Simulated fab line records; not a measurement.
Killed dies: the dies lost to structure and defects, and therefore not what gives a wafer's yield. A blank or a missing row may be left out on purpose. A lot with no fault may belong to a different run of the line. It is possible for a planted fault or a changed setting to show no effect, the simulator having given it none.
fab line records    flow nand-harc
[record] lots = 5  wafers = 15  last-day = 23
route steps=1159 shown P_STI@107 P_GATE@110 END@1159
lots that met no fault: taken from a fault-free run of the same line
start-h: hours from the record's first day to the start of the lot's first wafer shown    wait-h: time in hours since the lot's previous step    " the same as in the row above    L1.1+2: a single row standing in for several wafers    - either no value or no given start    * or withheld: withheld    < > ~ a bound
route shown NAME@n: a module of which the file shows steps, and the number in the route of the first    usual: mean/standard deviation taken from wafers without a fault    same: alike in all rows    chamber/n: place in a boat    sites: readings site by site    _std_site: standard deviation of those values    _edge_site: mean of outer sites minus mean of inner sites    radius-mm: how far each site lies from the wafer's centre    mask NAME#n: copy n    behind: the most recent tool/chamber to have shaped the wafer    hold: what put the lot on hold/how long, in hours/how the hold closed    device: the n, p or np transistor that did not switch    end of line: the tests these same wafers got at the end of their route    for a step that has no rows: nothing shown but its recipe    killed: dies that structure and defects cost at the first sort, which is not the same as the wafer's yield    map: per-die view of a wafer (x killed, . not killed, _ where there is no die)
set.NAME: the setting as run; set.NAME@STEP: as run at that earlier step    model.NAME: the simulator's own value behind a step, which no gauge read
lots seen at some steps along the route; tables by step, rows by wafer
services: the hour from which a tool's chamber was out of use, counted from the record's first day as start-h (under 0 if before that day), plus the number of hours and why
[[steps]]
[step NHARC_P_STI_SRD_39]
[step NHARC_P_STI_OXIDE_40]
[recipe] target-thk-a = 100  temp-c = 900  ox-time-s = 1362  material = SiO2
[step NHARC_P_STI_INSPECT_25]
[usual] raw-defect-count = 216/69
lot.wafer  tool               chamber  start-h  wait-h  raw-defect-count
L401.1     defect-inspect-02  -        85.43    0.4     151
L401.3     "                  -        "        "       262
L401.6     "                  -        "        "       190
L408.3     defect-inspect-02  -        119.62   0.4     297
L408.4     "                  -        "        "       310
L408.6     "                  -        "        "       390
L407.2     defect-inspect-01  -        119.62   0.4     170
L407.3     "                  -        "        "       379
L407.5     "                  -        "        "       180
L415.2     defect-inspect-01  -        169.80   0.4     139
L415.3     "                  -        "        "       126
L415.6     "                  -        "        "       140
L418.3     defect-inspect-02  -        189.20   0.4     174
L418.4     "                  -        "        "       142
L418.6     "                  -        "        "       106
[step NHARC_P_GATE_ETCH_69]
[recipe] target-depth-a = 140  chemistry = dHF  material = SiO2
[step NHARC_P_GATE_PRECLEAN_70]
[recipe] time-s = *  temp-c = 50  bath-age-min = 0  chemistry = SC1
[step NHARC_P_GATE_SRD_01]
[step NHARC_P_GATE_OXIDE_02]
[recipe] target-thk-a = 375  temp-c = 950  p-h2o-torr = 720  ox-time-s = 365  material = SiO2
[step NHARC_P_GATE_DEHYDRATE_03]
[recipe] temp-c = 150  time-s = 120
[step NHARC_P_GATE_HMDS_04]
[recipe] time-s = 30
[step NHARC_P_GATE_COAT_05]
[recipe] spin-rpm = 4690
[step NHARC_P_GATE_SOFTBAKE_06]
[recipe] temp-c = 122  time-s = 95
[step NHARC_P_GATE_EBR_07]
[step NHARC_P_GATE_EXPOSE_08]
[recipe] na = 0.6  dose-mj = 16.75  mask-id = P_HV
lot.wafer   tool            chamber  start-h  wait-h  mask
L401.1+3+6  krf-scanner-04  0        93.33    -       P_HV#0
L407.2+3+5  krf-scanner-02  0        128.46   -       P_HV#0
L408.3+4+6  krf-scanner-02  0        128.50   -       P_PSD#0
L415.2+3+6  krf-scanner-03  0        177.94   -       P_HV#0
L418.3+4+6  krf-scanner-02  0        197.19   -       P_HV#0
[step NHARC_P_GATE_PEB_09]
[recipe] peb-temp-c = 118  peb-time-s = 85
[step NHARC_P_GATE_DEVELOP_10]
[recipe] time-s = 70
[step NHARC_P_GATE_CD_MEAS_11]
[recipe] target-cd-nm = 1640  landing-energy-ev = 500
[usual] cd-nm = 1639.4/1.5
lot.wafer  tool       chamber  start-h  wait-h  cd-nm
L401.1     cd-sem-02  0        93.49    -       1639.9
L401.3     "          0        "        "       1640.3
L401.6     "          0        "        "       1642.5
L407.2     cd-sem-03  0        128.61   -       1640.8
L407.3     "          0        "        "       1640.9
L407.5     "          0        "        "       1638.6
L408.3     cd-sem-03  0        128.65   -       -
L408.4     "          0        "        "       -
L408.6     "          0        "        "       -
L415.2     cd-sem-01  0        178.09   -       1639.2
L415.3     "          0        "        "       1640.4
L415.6     "          0        "        "       1639.5
L418.3     cd-sem-03  0        197.34   -       1638.1
L418.4     "          0        "        "       1638.1
L418.6     "          0        "        "       1638.9
[step NHARC_P_GATE_HARDBAKE_12]
[recipe] temp-c = 125  time-s = 80
[step NHARC_END_SORT_01]
[recipe] temp-c = 25
[usual] killed-at-array = 26/10  killed-at-other = 0.8/1.1  killed-at-periphery = 3.3/2.6  killed-dies = 30/11  killed-open = 3.4/1.8  killed-short = 2.0/1.3
[same] gross-dies = 677
lot.wafer  tool       chamber  start-h  wait-h  killed-at-array  killed-at-other  killed-at-periphery  killed-dies  killed-open  killed-short
L408.3     prober-01  0        508.40   3.1     33               0                644                  677          2            0
L408.4     prober-01  0        509.20   3.4     26               0                651                  677          1            3
L408.6     prober-01  0        510.79   4.0     40               0                637                  677          2            2
// killed by level:class
L408.3 P_GATE:area-expose=642 A_CHANNEL_HOLE_D1:chamber-film-flake=12 A_SLIT:chamber-film-flake=12 A_STAIRCASE:chamber-film-flake=6 P_M0:geometric-particle:open=1 A_SGD_CUT:geometric-particle:open=1 P_GATE:chamber-film-flake=1 A_ZERO_WELL:chamber-film-flake=1
L408.4 P_GATE:area-expose=650 A_SLIT:chamber-film-flake=11 A_CHANNEL_HOLE_D1:chamber-film-flake=7 A_STAIRCASE:chamber-film-flake=3 A_CHANNEL_HOLE_D1:geometric-particle:short=1 A_SGD_CUT:geometric-particle:short=1 A_WL_FILL:geometric-particle:short=1 A_M0:geometric-particle:open=1
L408.6 P_GATE:area-expose=637 A_CHANNEL_HOLE_D1:chamber-film-flake=11 A_SLIT:chamber-film-flake=11 A_STAIRCASE:chamber-film-flake=7 A_CONTACT:chamber-film-flake=4 A_ZERO_WELL:chamber-film-flake=2 A_ONON_D1:geometric-particle:open=1 A_ONON_D1:geometric-particle:short=1
// map L408.3 (x killed, . not)
____________x____________
_________xxxxxxx_________
_______xxxxxxxxxxx_______
______xxxxxxxxxxxxx______
_____xxxxxxxxxxxxxxx_____
____xxxxxxxxxxxxxxxxx____
____xxxxxxxxxxxxxxxxx____
___xxxxxxxxxxxxxxxxxxx___
___xxxxxxxxxxxxxxxxxxx___
__xxxxxxxxxxxxxxxxxxxxx__
__xxxxxxxxxxxxxxxxxxxxx__
_xxxxxxxxxxxxxxxxxxxxxxx_
_xxxxxxxxxxxxxxxxxxxxxxx_
_xxxxxxxxxxxxxxxxxxxxxxx_
_xxxxxxxxxxxxxxxxxxxxxxx_
_xxxxxxxxxxxxxxxxxxxxxxx_
xxxxxxxxxxxxxxxxxxxxxxxxx
xxxxxxxxxxxxxxxxxxxxxxxxx
xxxxxxxxxxxxxxxxxxxxxxxxx
xxxxxxxxxxxxxxxxxxxxxxxxx
xxxxxxxxxxxxxxxxxxxxxxxxx
_xxxxxxxxxxxxxxxxxxxxxxx_
_xxxxxxxxxxxxxxxxxxxxxxx_
_xxxxxxxxxxxxxxxxxxxxxxx_
_xxxxxxxxxxxxxxxxxxxxxxx_
_xxxxxxxxxxxxxxxxxxxxxxx_
__xxxxxxxxxxxxxxxxxxxxx__
__xxxxxxxxxxxxxxxxxxxxx__
___xxxxxxxxxxxxxxxxxxx___
___xxxxxxxxxxxxxxxxxxx___
____xxxxxxxxxxxxxxxxx____
____xxxxxxxxxxxxxxxxx____
_____xxxxxxxxxxxxxxx_____
______xxxxxxxxxxxxx______
_______xxxxxxxxxxx_______
_________xxxxxxx_________
____________x____________
// map L418.6 (x killed, . not)
____________.____________
_________......._________
_______..........._______
______.............______
_____..............._____
____.................____
____.................____
___...................___
___...................___
__...x..x..............__
__.....................__
_..x.................x.._
_..........x............_
_.................x....._
_................x......_
_..............x........_
..x.........xx...........
.........................
.........................
.........................
......x....x.............
_......................._
_...........x..........._
_.......x..............._
_......................._
_......................._
__......x..............__
__.......x.x...........__
___.........x.........___
___.....xx.x..........___
____....x............____
____.................____
_____..............._____
______.............______
_______..........._______
_________......._________
____________.____________
[[services]]
tool            chamber  start-h  hours  kind
krf-scanner-04  -        71.95    16.0   repair
krf-scanner-02  -        73.89    0.3    repair
krf-scanner-03  -        123.37   47.3   repair
krf-scanner-04  -        126.00   4.0    pm
[[key]]
[first-sign] step = NHARC_P_GATE_EXPOSE_08  reading = mask  direction = changed
[effect] step = NHARC_P_GATE_CD_MEAS_11  reading = cd-nm  direction = missing
[effect] step = NHARC_END_SORT_01  reading = killed-at-periphery  direction = up  sigmas = 99+  usual = 3.3  struck = 644
[more-kills-born-at] NHARC_P_GATE_EXPOSE_08@krf-scanner-02 = 1929
met-at NHARC_P_GATE_EXPOSE_08
struck-wafers L408.3,L408.4,L408.6
later-rows-left-out L408.3,L408.4,L408.6
tester-left-out L408
onset-between 128.46 128.50
[fault] kind = wrong-mask  tool = any  chamber = -  onset-h = 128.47  steps = NHARC_P_GATE_EXPOSE_08  aux-copy = P_PSD#0  scope = struck-lots-only
// tester-left-out: of these lots the tester's yield and bins aren't shown, on N5 and GAA mostly nor the transistor test; their killed dies are dies lost to structure and defects alone, not to doping, threshold or leakage, so they don't give the yield
// later-rows-left-out: the simulator's readings of these wafers behind a module that went badly wrong aren't trusted and aren't shown, but for the sort
